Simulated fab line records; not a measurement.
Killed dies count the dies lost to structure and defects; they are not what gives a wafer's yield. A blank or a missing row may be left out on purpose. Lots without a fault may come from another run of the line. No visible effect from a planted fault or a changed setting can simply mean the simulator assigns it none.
Which tool was responsible? :: flow n5-finfet :: 23 lots (69 wafers sampled), 1 step of a 1938-step route

WHAT THE GAUGES SHOWED, per wafer
N5_FIN_SAQP_OCD_MEAS_76.
lot: L074
measured: day 2 03:16
on: ocd-01
trench-depth-nm (nm): 121.8 119.6 120.5

lot: L075
measured: day 2 08:26
on: ocd-02
trench-depth-nm (nm): 122.6 118.1 116.2

lot: L077
measured: day 2 19:50
on: ocd-02
trench-depth-nm (nm): 116.9 116.7 120.1

lot: L078
measured: day 3 01:48
on: ocd-02
trench-depth-nm (nm): 119.6 120.1 123.9

lot: L079
measured: day 3 09:32
on: ocd-02
trench-depth-nm (nm): 121.5 119.3 121.9

lot: L080
measured: day 3 15:22
on: ocd-01
trench-depth-nm (nm): 120.8 119.6 120.1

lot: L081
measured: day 3 21:08
on: ocd-01
trench-depth-nm (nm): 119.1 117.2 119.6

lot: L082
measured: day 4 01:51
on: ocd-02
trench-depth-nm (nm): 115.5 119.2 115.7

lot: L083
measured: day 4 07:36
on: ocd-02
trench-depth-nm (nm): 119.1 120.2 120.4

lot: L084
measured: day 4 15:52
on: ocd-01
trench-depth-nm (nm): 119.8 119.6 118.2

lot: L085
measured: day 4 21:06
on: ocd-02
trench-depth-nm (nm): 119.9 119.7 120.4

lot: L086
measured: day 5 05:32
on: ocd-01
trench-depth-nm (nm): 119.4 118.8 118.3

lot: L087
measured: day 5 10:37
on: ocd-02
trench-depth-nm (nm): 116.6 120.3 116.5

lot: L088
measured: day 5 14:13
on: ocd-01
trench-depth-nm (nm): 123.4 118.9 117.9

lot: L089
measured: day 5 20:22
on: ocd-02
trench-depth-nm (nm): 119.3 117.8 117.5

lot: L090
measured: day 6 02:38
on: ocd-01
trench-depth-nm (nm): 117.5 119.5 120.3

lot: L091
measured: day 6 08:56
on: ocd-01
trench-depth-nm (nm): 117.8 117.5 122.8

lot: L092
measured: day 6 13:50
on: ocd-01
trench-depth-nm (nm): 120.5 120.1 120.7

lot: L093
measured: day 6 20:23
on: ocd-01
trench-depth-nm (nm): 118.9 118.1 119.0

lot: L094
measured: day 7 02:38
on: ocd-02
trench-depth-nm (nm): 121.0 124.0 119.1

lot: L095
measured: day 7 10:17
on: ocd-02
trench-depth-nm (nm): 119.5 117.9 122.5

lot: L096
measured: day 7 15:58
on: ocd-02
trench-depth-nm (nm): 123.4 119.9 122.7

lot: L097
measured: day 7 22:39
on: ocd-02
trench-depth-nm (nm): 117.6 116.5 117.8

WHICH TOOL RAN EACH LOT (tool, then ch and the chambers of the sampled wafers, then the start)
The record holds no process step before these readings.

AS READ BY THE TOOLS THEMSELVES (means over the sampled wafers that have a number; for cases with no such wafer, the mark the record gives instead)
The record holds no such reading with a usual standard deviation.

THE ANSWER, worked out from the rows above alone
Rule: what is usual is taken from the lots themselves. Put in order of their means at a reading, lots are off if they are a third of the lots or fewer, leave a main group of 4 or more, and stand apart from it by a gap of 3 or more times the standard deviation of the main group's means; of several such gaps the widest counts. If all means in a main group match to the digits the tables above print for the reading, that group is not used. A lot without any number at a reading at which 4 lots or more have one is off too. Where the step has rows for the other lots, those lots are counted as sound. After the gauges, taken in route order, come the tools' own readings; for these a lot's mean is taken, as printed above. At the first step where some lot is off, the reading lying furthest off is the one used; lots without a number count as furthest.
Nothing can be told from this: no lot is off at any reading shown.

WHAT THE SIMULATOR HAD INSERTED
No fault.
